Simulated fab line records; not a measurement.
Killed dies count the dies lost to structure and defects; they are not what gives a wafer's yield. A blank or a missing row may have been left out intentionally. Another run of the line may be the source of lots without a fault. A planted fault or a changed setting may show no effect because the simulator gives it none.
Chamber matching	flow nand harc	4 sister chambers for NHARC_P_M2_DESCUM_14 on rie diel-07
The step chemistry O2, time 3 s. 4 wafers are shown with their chamber, then 9 later ones without.

== WAFERS, EACH WITH ITS CHAMBER ==
wafer	chamber	drypump motor current A (A)
L086.1	0	6.0
L087.1	1	5.8
L087.4	2	6.5
L087.6	3	6.2

== WAFERS MISSING THEIR CHAMBER ==
wafer	drypump motor current A (A)
L093.3	5.7
L093.5	5.7
L093.6	6.6
L094.1	6.5
L094.4	6.3
L094.5	5.8
L097.1	6.0
L097.3	6.3
L097.6	6.3

== THE CHAMBER EACH PASSED THROUGH ==
wafer	from the rows above	in truth
L093.3	1	1
L093.5	1	1
L093.6	2	2
L094.1	2	2
L094.4	can't be placed: 3 or 2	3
L094.5	1	1
L097.1	0	0
L097.3	can't be placed: 3 or 2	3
L097.6	can't be placed: 3 or 2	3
Correct placement for 6 of the 9. Not placeable from these rows: 3 (in 3, the candidates include the true chamber). Placed wrongly: 0.
How it was worked out, from the rows above alone: a wafer's distance from a chamber is the root of the sum, over the readings, of the square of ((its reading less the chamber's mean) divided by the reading's scatter). If the next closest chamber is less than 2 further off than the closest, the wafer can't be placed; otherwise it belongs to the closest. The mean given for a chamber averages the wafers shown for that chamber. The scatter (one wafer shown for each chamber): square how far every hidden wafer sits from the nearest shown wafer, average those squares and take the square root.
